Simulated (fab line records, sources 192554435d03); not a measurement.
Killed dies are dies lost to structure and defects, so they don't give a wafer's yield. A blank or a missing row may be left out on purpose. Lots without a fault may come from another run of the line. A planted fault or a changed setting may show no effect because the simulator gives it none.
One fault seen from 2 desks | flow n5_finfet | each desk has only its own numbers; what lay behind them comes last

THE METROLOGY DESK
What the gauges read, lot by lot, whatever tool the lot ran on: means of the sampled wafers that have a number. A lot is out of limits, marked OUT, if its mean lies more than 4 standard deviations from the usual mean; the brackets give that distance. Of its 11 readings 7 are shown: the one that was out of limits first, and those that lie furthest out on some lot.
Columns: A = MD_CAP_THK at N5_MOL_CONTACT_COAG_THK_MEAS_29, usual 17.96 nm; B = DIBL_P at N5_BEOL_M4_RC_MEAS_101, usual 36.5 mV/V; C = IOFF_N at N5_BEOL_M4_RC_MEAS_101, usual 0.16 nA/um; D = IOFF_P at N5_BEOL_M4_RC_MEAS_101, usual 0.21 nA/um; E = SS_N at N5_BEOL_M4_RC_MEAS_101, usual 71.6 mV/dec; F = SS_P at N5_BEOL_M4_RC_MEAS_101, usual 73.4 mV/dec; G = VT_P at N5_BEOL_M4_RC_MEAS_101, usual -250.5 mV
lot  | first seen here | A               | B    | C    | D    | E    | F    | G
L898 | day 5 19:19     | 17.99           | 35.9 | 0.16 | 0.20 | 71.5 | 73.6 | -252.0
L901 | day 6 15:02     | 17.95           | 35.0 | 0.18 | 0.23 | 71.5 | 73.4 | -250.0
L902 | day 6 19:07     | 17.94           | 37.4 | 0.16 | 0.21 | 72.5 | 73.2 | -249.6
L904 | day 7 08:38     | 17.87           | 36.3 | 0.15 | 0.19 | 71.6 | 73.5 | -250.9
L912 | day 9 06:55     | 24.99 (+76) OUT | 35.1 | 0.15 | 0.19 | 71.7 | 73.3 | -251.1
L917 | day 10 12:41    | 17.98           | 40.0 | 0.22 | 0.27 | 72.1 | 74.1 | -245.0
L918 | day 11 04:34    | 17.90           | 40.7 | 0.21 | 0.22 | 72.3 | 74.7 | -250.4
This desk's finding: out of limits on L912; first on L912, day 9 06:55 (MD_CAP_THK at N5_MOL_CONTACT_COAG_THK_MEAS_29). In limits: L898, L901, L902, L904, L917, L918.

THE TOOL OWNER'S DESK: ald_sin-04
The tool's own readings at N5_GATE_CUT_SAC_CAP_01 (material SiNx, target thk 24 nm, pulse time 1 s, ald cycles 480): means of the sampled wafers that have a number, for each lot that ran on this tool. A lot is out of limits, marked OUT, if its mean lies more than 4 standard deviations from the usual mean; the brackets give that distance.
Columns: A = heater_power_outer_w at N5_GATE_CUT_SAC_CAP_01, usual 486 W; B = heater_power_w at N5_GATE_CUT_SAC_CAP_01, usual 798 W; C = precursor_pulse_height_rel at N5_GATE_CUT_SAC_CAP_01, usual 1.000
lot  | first seen here | A   | B   | C
L898 | day 5 02:38     | 433 | 748 | 0.998
L902 | day 6 03:49     | 458 | 772 | 1.014
L912 | day 8 15:39     | 420 | 744 | 0.975
This desk's finding: nothing out of limits on any of the 3 lots.

PUT TOGETHER
The metrology desk could have raised an alarm at day 9 06:55, on L912.
The tool owner's desk saw nothing out of limits.
The tool owner's desk has L912 on record, within its limits.
Of the lots named, all ran N5_GATE_CUT_SAC_CAP_01 on ald_sin-04.

WHAT THE SIMULATOR HAD PUT IN
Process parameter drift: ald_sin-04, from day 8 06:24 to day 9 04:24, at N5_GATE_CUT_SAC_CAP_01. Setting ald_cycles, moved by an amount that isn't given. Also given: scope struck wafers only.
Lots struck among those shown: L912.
Hours from the fault's start to each desk's first reading out of limits: the metrology desk, 25.
